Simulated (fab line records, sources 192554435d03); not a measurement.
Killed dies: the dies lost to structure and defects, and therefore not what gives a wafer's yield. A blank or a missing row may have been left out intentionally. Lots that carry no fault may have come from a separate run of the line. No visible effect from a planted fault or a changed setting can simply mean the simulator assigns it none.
Which tool did it? || flow n5 finfet || 30 wafers from 10 lots sampled at 5 of the route's 1938 steps

## WHAT EACH GAUGE READ, for each wafer
N5_WELL_APT_CD_MEAS_25: target cd 200 nm. Usual: cd nm reads 199.6 nm (standard deviation 1.5).
{"lot": "L598", "measured": "day 1 15:06", "on": "cd sem-02", "cd nm (nm)": "200.2 198.0 199.9", "flag": ""}
{"lot": "L599", "measured": "day 1 21:01", "on": "cd sem-03", "cd nm (nm)": "199.4 200.2 198.4", "flag": ""}
{"lot": "L602", "measured": "day 2 14:56", "on": "cd sem-02", "cd nm (nm)": "199.2 199.4 200.2", "flag": ""}
{"lot": "L603", "measured": "day 2 21:09", "on": "cd sem-02", "cd nm (nm)": "196.2 199.0 197.6", "flag": ""}
{"lot": "L613", "measured": "day 5 09:11", "on": "cd sem-02", "cd nm (nm)": "199.5 199.9 198.9", "flag": ""}
{"lot": "L616", "measured": "day 6 03:17", "on": "cd sem-01", "cd nm (nm)": "198.4 198.4 197.9", "flag": ""}
{"lot": "L618", "measured": "day 6 15:02", "on": "cd sem-02", "cd nm (nm)": "201.8 201.8 201.2", "flag": ""}
{"lot": "L619", "measured": "day 6 21:01", "on": "cd sem-02", "cd nm (nm)": "199.0 200.4 200.3", "flag": ""}
{"lot": "L620", "measured": "day 7 03:03", "on": "cd sem-02", "cd nm (nm)": "200.8 200.0 198.9", "flag": ""}
{"lot": "L621", "measured": "day 7 08:56", "on": "cd sem-02", "cd nm (nm)": "200.5 200.2 202.3", "flag": ""}

N5_BEOL_M4_RC_MEAS_101. Usual: DIBL_N 36.4 mV/V, standard deviation 1.4; DIBL_P 36.3 mV/V, standard deviation 1.8; IOFF_N 0.163 nA/um, standard deviation 0.024; IOFF_P 0.21 nA/um, standard deviation 0.034; ION_N 673 uA/um, standard deviation 11; ION_P 461 uA/um, standard deviation 7.4; SS_N 71.6 mV/dec, standard deviation 0.52; SS_P 73.3 mV/dec, standard deviation 0.58; VT_N 249.4 mV, standard deviation 2.5; VT_P -250 mV, standard deviation 3.5.
{"lot": "L598", "measured": "day 8 00:08", "on": "prober-02", "DIBL_N (mV/V)": "36.6 35.5 36.9", "DIBL_P (mV/V)": "36.5 34.1 37.0", "IOFF_N (nA/um)": "0.169 0.153 0.187", "IOFF_P (nA/um)": "0.20 0.18 0.21", "ION_N (uA/um)": "686 669 699", "ION_P (uA/um)": "462 451 465", "SS_N (mV/dec)": "70.9 70.7 71.5", "SS_P (mV/dec)": "72.7 72.3 73.4", "VT_N (mV)": "248.1 248.6 246.2", "VT_P (mV)": "-253 -252 -252", "flag": ""}
{"lot": "L599", "measured": "day 8 02:40", "on": "prober-02", "DIBL_N (mV/V)": "37.2 36.7 37.6", "DIBL_P (mV/V)": "37.1 37.9 37.5", "IOFF_N (nA/um)": "0.176 0.180 0.190", "IOFF_P (nA/um)": "0.21 0.23 0.22", "ION_N (uA/um)": "668 684 673", "ION_P (uA/um)": "451 467 456", "SS_N (mV/dec)": "71.9 71.8 71.6", "SS_P (mV/dec)": "73.0 73.3 72.7", "VT_N (mV)": "248.3 248.2 248.1", "VT_P (mV)": "-249 -249 -249", "flag": ""}
{"lot": "L602", "measured": "day 9 00:22", "on": "prober-02", "DIBL_N (mV/V)": "34.6 36.9 37.7", "DIBL_P (mV/V)": "33.8 36.4 38.1", "IOFF_N (nA/um)": "0.118 0.154 0.176", "IOFF_P (nA/um)": "0.20 0.25 0.27", "ION_N (uA/um)": "651 661 682", "ION_P (uA/um)": "458 462 477", "SS_N (mV/dec)": "70.6 72.2 72.1", "SS_P (mV/dec)": "72.5 72.9 74.1", "VT_N (mV)": "254.1 247.8 249.6", "VT_P (mV)": "-248 -247 -243", "flag": ""}
{"lot": "L603", "measured": "day 12 23:53", "on": "prober-01", "DIBL_N (mV/V)": "37.3 38.9 37.5", "DIBL_P (mV/V)": "37.9 39.1 38.3", "IOFF_N (nA/um)": "0.194 0.206 0.188", "IOFF_P (nA/um)": "0.23 0.25 0.23", "ION_N (uA/um)": "678 678 682", "ION_P (uA/um)": "457 459 469", "SS_N (mV/dec)": "72.4 72.6 71.7", "SS_P (mV/dec)": "74.2 74.1 73.8", "VT_N (mV)": "247.5 246.1 248.4", "VT_P (mV)": "-249 -253 -249", "flag": ""}
{"lot": "L613", "measured": "day 15 22:58", "on": "prober-01", "DIBL_N (mV/V)": "35.6 35.0 36.3", "DIBL_P (mV/V)": "36.7 35.5 36.4", "IOFF_N (nA/um)": "0.156 0.147 0.158", "IOFF_P (nA/um)": "0.21 0.19 0.20", "ION_N (uA/um)": "675 649 667", "ION_P (uA/um)": "459 448 457", "SS_N (mV/dec)": "71.9 71.6 72.0", "SS_P (mV/dec)": "72.6 73.0 72.9", "VT_N (mV)": "250.2 251.3 251.7", "VT_P (mV)": "-250 -252 -252", "flag": ""}
{"lot": "L616", "measured": "day 11 22:14", "on": "prober-01", "DIBL_N (mV/V)": "35.6 35.3 37.2", "DIBL_P (mV/V)": "34.6 34.4 37.2", "IOFF_N (nA/um)": "0.142 0.139 0.175", "IOFF_P (nA/um)": "0.17 0.17 0.21", "ION_N (uA/um)": "658 671 675", "ION_P (uA/um)": "449 454 463", "SS_N (mV/dec)": "71.2 71.2 71.5", "SS_P (mV/dec)": "72.6 72.4 73.6", "VT_N (mV)": "251.1 253.0 246.6", "VT_P (mV)": "-254 -258 -252", "flag": ""}
{"lot": "L618", "measured": "day 12 22:25", "on": "prober-01", "DIBL_N (mV/V)": "39.8 38.6 38.2", "DIBL_P (mV/V)": "39.1 37.8 37.4", "IOFF_N (nA/um)": "0.201 0.186 0.171", "IOFF_P (nA/um)": "0.26 0.25 0.23", "ION_N (uA/um)": "667 684 666", "ION_P (uA/um)": "458 467 463", "SS_N (mV/dec)": "71.8 71.5 71.7", "SS_P (mV/dec)": "74.0 73.6 73.3", "VT_N (mV)": "250.8 249.1 248.9", "VT_P (mV)": "-245 -245 -247", "flag": ""}
{"lot": "L619", "measured": "day 13 15:14", "on": "prober-02", "DIBL_N (mV/V)": "35.1 36.0 35.1", "DIBL_P (mV/V)": "34.8 35.2 35.0", "IOFF_N (nA/um)": "0.137 0.146 0.142", "IOFF_P (nA/um)": "0.19 0.20 0.20", "ION_N (uA/um)": "665 666 662", "ION_P (uA/um)": "460 455 456", "SS_N (mV/dec)": "70.9 71.1 70.9", "SS_P (mV/dec)": "73.0 72.9 72.6", "VT_N (mV)": "250.8 251.1 248.0", "VT_P (mV)": "-250 -250 -248", "flag": ""}
{"lot": "L620", "measured": "day 13 12:08", "on": "prober-02", "DIBL_N (mV/V)": "35.3 34.5 35.9", "DIBL_P (mV/V)": "31.4 30.9 32.4", "IOFF_N (nA/um)": "0.130 0.117 0.137", "IOFF_P (nA/um)": "0.15 0.14 0.16", "ION_N (uA/um)": "674 669 660", "ION_P (uA/um)": "453 450 446", "SS_N (mV/dec)": "71.3 70.8 70.6", "SS_P (mV/dec)": "72.9 72.6 72.0", "VT_N (mV)": "250.6 251.5 250.8", "VT_P (mV)": "-258 -257 -255", "flag": ""}
{"lot": "L621", "measured": "day 13 18:05", "on": "prober-01", "DIBL_N (mV/V)": "37.4 40.3 36.6", "DIBL_P (mV/V)": "35.5 38.7 33.9", "IOFF_N (nA/um)": "0.158 0.217 0.146", "IOFF_P (nA/um)": "0.23 0.30 0.22", "ION_N (uA/um)": "674 691 656", "ION_P (uA/um)": "466 465 458", "SS_N (mV/dec)": "71.0 72.4 71.6", "SS_P (mV/dec)": "73.2 73.9 72.1", "VT_N (mV)": "249.3 245.3 254.2", "VT_P (mV)": "-247 -242 -247", "flag": ""}

## TOOL THAT RAN EACH LOT (tool first, then ch and the chambers of the sampled wafers, then the start)
{"lot": "L598", "N5_ZERO_LAYER_PECVD_02": "pecvd-03 ch 1,2, day 1 12:17", "N5_ZERO_LAYER_DESCUM_16": "rie diel-02 ch 1,2,3, day 1 12:52", "N5_WELL_APT_IMPLANT_15": "implanter-02 ch 0, day 1 14:20"}
{"lot": "L599", "N5_ZERO_LAYER_PECVD_02": "pecvd-01 ch 1,2, day 1 18:17", "N5_ZERO_LAYER_DESCUM_16": "rie diel-02 ch 1,2,3, day 1 18:50", "N5_WELL_APT_IMPLANT_15": "implanter-02 ch 0, day 1 20:08"}
{"lot": "L602", "N5_ZERO_LAYER_PECVD_02": "pecvd-02 ch 0,1,2, day 2 12:19", "N5_ZERO_LAYER_DESCUM_16": "rie diel-05 ch 0,2,3, day 2 12:49", "N5_WELL_APT_IMPLANT_15": "implanter-02 ch 0, day 2 14:08"}
{"lot": "L603", "N5_ZERO_LAYER_PECVD_02": "pecvd-01 ch 1,2, day 2 18:17", "N5_ZERO_LAYER_DESCUM_16": "rie diel-05 ch 0,3, day 2 18:41", "N5_WELL_APT_IMPLANT_15": "implanter-02 ch 0, day 2 20:05"}
{"lot": "L613", "N5_ZERO_LAYER_PECVD_02": "pecvd-03 ch 0,1,2, day 5 06:17", "N5_ZERO_LAYER_DESCUM_16": "rie diel-01 ch 0,1, day 5 06:49", "N5_WELL_APT_IMPLANT_15": "implanter-02 ch 0, day 5 08:05"}
{"lot": "L616", "N5_ZERO_LAYER_PECVD_02": "pecvd-03 ch 0,1,2, day 6 00:17", "N5_ZERO_LAYER_DESCUM_16": "rie diel-01 ch 0,1,3, day 6 00:58", "N5_WELL_APT_IMPLANT_15": "implanter-02 ch 0, day 6 02:22"}
{"lot": "L618", "N5_ZERO_LAYER_PECVD_02": "pecvd-01 ch 1,2, day 6 12:17", "N5_ZERO_LAYER_DESCUM_16": "rie diel-05 ch 1,2,3, day 6 12:55", "N5_WELL_APT_IMPLANT_15": "implanter-01 ch 0, day 6 14:17"}
{"lot": "L619", "N5_ZERO_LAYER_PECVD_02": "pecvd-01 ch 0,2, day 6 18:17", "N5_ZERO_LAYER_DESCUM_16": "rie diel-05 ch 0,1,3, day 6 18:43", "N5_WELL_APT_IMPLANT_15": "implanter-01 ch 0, day 6 20:16"}
{"lot": "L620", "N5_ZERO_LAYER_PECVD_02": "pecvd-01 ch 0,1, day 7 00:17", "N5_ZERO_LAYER_DESCUM_16": "rie diel-05 ch 1,2,3, day 7 00:48", "N5_WELL_APT_IMPLANT_15": "implanter-02 ch 0, day 7 02:10"}
{"lot": "L621", "N5_ZERO_LAYER_PECVD_02": "pecvd-03 ch 0,1,2, day 7 06:17", "N5_ZERO_LAYER_DESCUM_16": "rie diel-05 ch 2,3, day 7 06:41", "N5_WELL_APT_IMPLANT_15": "implanter-01 ch 0, day 7 08:11"}
- N5_ZERO_LAYER_PECVD_02: deposits SiO2 from SiH4/N2O, target thk 10 nm, time 6 s.
- N5_ZERO_LAYER_DESCUM_16: chemistry O2, time 7.9 s.
- N5_WELL_APT_IMPLANT_15

## WHAT THE TOOLS THEMSELVES READ (means of the sampled wafers that have a number; where no wafer has one, the mark that the record gives instead)
N5_ZERO_LAYER_PECVD_02. Usual: heater power w 737 W, standard deviation 98; showerhead plenum p Torr 8.05 Torr, standard deviation 0.1; showerhead vpp V 1040 V, standard deviation 43.
{"lot": "L598", "tool": "pecvd-03", "heater power w (W)": 710, "showerhead plenum p Torr (Torr)": 7.99, "showerhead vpp V (V)": 1021, "flag": ""}
{"lot": "L599", "tool": "pecvd-01", "heater power w (W)": 728, "showerhead plenum p Torr (Torr)": 8.13, "showerhead vpp V (V)": 1035, "flag": ""}
{"lot": "L602", "tool": "pecvd-02", "heater power w (W)": 772, "showerhead plenum p Torr (Torr)": 8.13, "showerhead vpp V (V)": 1075, "flag": ""}
{"lot": "L603", "tool": "pecvd-01", "heater power w (W)": 617, "showerhead plenum p Torr (Torr)": 8.01, "showerhead vpp V (V)": 1025, "flag": ""}
{"lot": "L613", "tool": "pecvd-03", "heater power w (W)": 765, "showerhead plenum p Torr (Torr)": 7.98, "showerhead vpp V (V)": 1016, "flag": ""}
{"lot": "L616", "tool": "pecvd-03", "heater power w (W)": 781, "showerhead plenum p Torr (Torr)": 7.99, "showerhead vpp V (V)": 1009, "flag": ""}
{"lot": "L618", "tool": "pecvd-01", "heater power w (W)": 681, "showerhead plenum p Torr (Torr)": 8.12, "showerhead vpp V (V)": 1039, "flag": ""}
{"lot": "L619", "tool": "pecvd-01", "heater power w (W)": 760, "showerhead plenum p Torr (Torr)": 8.15, "showerhead vpp V (V)": 1051, "flag": ""}
{"lot": "L620", "tool": "pecvd-01", "heater power w (W)": 644, "showerhead plenum p Torr (Torr)": 7.93, "showerhead vpp V (V)": 1057, "flag": ""}
{"lot": "L621", "tool": "pecvd-03", "heater power w (W)": 760, "showerhead plenum p Torr (Torr)": 8.00, "showerhead vpp V (V)": 1007, "flag": ""}

N5_ZERO_LAYER_DESCUM_16. Usual: drypump motor current A 5.9 A, standard deviation 0.32; oes product au 0.78 a.u., standard deviation 0.085; rf vpp V 243.8 V, standard deviation 0.98; showerhead plenum p Torr 2.12 Torr, standard deviation 0.044; throttle valve pct 20.42 %, standard deviation 0.21.
{"lot": "L598", "tool": "rie diel-02", "drypump motor current A (A)": 6.1, "oes product au (a.u.)": 0.76, "rf vpp V (V)": 244.6, "showerhead plenum p Torr (Torr)": 2.12, "throttle valve pct (%)": 20.47, "flag": ""}
{"lot": "L599", "tool": "rie diel-02", "drypump motor current A (A)": 6.1, "oes product au (a.u.)": 0.76, "rf vpp V (V)": 243.3, "showerhead plenum p Torr (Torr)": 2.12, "throttle valve pct (%)": 20.47, "flag": ""}
{"lot": "L602", "tool": "rie diel-05", "drypump motor current A (A)": 5.9, "oes product au (a.u.)": 0.86, "rf vpp V (V)": 244.7, "showerhead plenum p Torr (Torr)": 2.15, "throttle valve pct (%)": 20.40, "flag": ""}
{"lot": "L603", "tool": "rie diel-05", "drypump motor current A (A)": 6.0, "oes product au (a.u.)": 0.81, "rf vpp V (V)": 244.9, "showerhead plenum p Torr (Torr)": 2.16, "throttle valve pct (%)": 20.44, "flag": ""}
{"lot": "L613", "tool": "rie diel-01", "drypump motor current A (A)": 6.0, "oes product au (a.u.)": 0.69, "rf vpp V (V)": 243.7, "showerhead plenum p Torr (Torr)": 2.10, "throttle valve pct (%)": 20.32, "flag": ""}
{"lot": "L616", "tool": "rie diel-01", "drypump motor current A (A)": 6.0, "oes product au (a.u.)": 0.72, "rf vpp V (V)": 243.6, "showerhead plenum p Torr (Torr)": 2.08, "throttle valve pct (%)": 20.43, "flag": ""}
{"lot": "L618", "tool": "rie diel-05", "drypump motor current A (A)": 5.8, "oes product au (a.u.)": 0.82, "rf vpp V (V)": 244.3, "showerhead plenum p Torr (Torr)": 2.14, "throttle valve pct (%)": 20.27, "flag": ""}
{"lot": "L619", "tool": "rie diel-05", "drypump motor current A (A)": 6.0, "oes product au (a.u.)": 0.83, "rf vpp V (V)": 243.7, "showerhead plenum p Torr (Torr)": 2.15, "throttle valve pct (%)": 20.33, "flag": ""}
{"lot": "L620", "tool": "rie diel-05", "drypump motor current A (A)": 5.8, "oes product au (a.u.)": 0.81, "rf vpp V (V)": 244.1, "showerhead plenum p Torr (Torr)": 2.14, "throttle valve pct (%)": 20.27, "flag": ""}
{"lot": "L621", "tool": "rie diel-05", "drypump motor current A (A)": 5.8, "oes product au (a.u.)": 0.75, "rf vpp V (V)": 243.5, "showerhead plenum p Torr (Torr)": 2.15, "throttle valve pct (%)": 20.40, "flag": ""}

N5_WELL_APT_IMPLANT_15. Usual: beam on s reads 10.00 s (standard deviation 0.19).
{"lot": "L598", "tool": "implanter-02", "beam on s (s)": 9.95, "flag": ""}
{"lot": "L599", "tool": "implanter-02", "beam on s (s)": 9.97, "flag": ""}
{"lot": "L602", "tool": "implanter-02", "beam on s (s)": 9.85, "flag": ""}
{"lot": "L603", "tool": "implanter-02", "beam on s (s)": 9.89, "flag": ""}
{"lot": "L613", "tool": "implanter-02", "beam on s (s)": 10.02, "flag": ""}
{"lot": "L616", "tool": "implanter-02", "beam on s (s)": 9.94, "flag": ""}
{"lot": "L618", "tool": "implanter-01", "beam on s (s)": 9.96, "flag": ""}
{"lot": "L619", "tool": "implanter-01", "beam on s (s)": 10.00, "flag": ""}
{"lot": "L620", "tool": "implanter-02", "beam on s (s)": 10.05, "flag": ""}
{"lot": "L621", "tool": "implanter-01", "beam on s (s)": 9.98, "flag": ""}

## THE ANSWER, worked out from the rows above alone
Rule: a lot is off if the mean of its wafers that have a number lies more than 3 standard deviations from the usual mean. A lot without any number at a reading at which 4 lots or more have one is off too. The other lots that the step has rows for count as sound. First the gauges in route order, then the tools' own readings, where a lot's mean is used as printed above. The first step at which some lot is off is used, and at that step the reading that is off furthest; a lot without a number counts as furthest.
No lot is off on any of the readings shown, so nothing can be concluded from this.

## WHAT HAD BEEN PUT IN BY THE SIMULATOR
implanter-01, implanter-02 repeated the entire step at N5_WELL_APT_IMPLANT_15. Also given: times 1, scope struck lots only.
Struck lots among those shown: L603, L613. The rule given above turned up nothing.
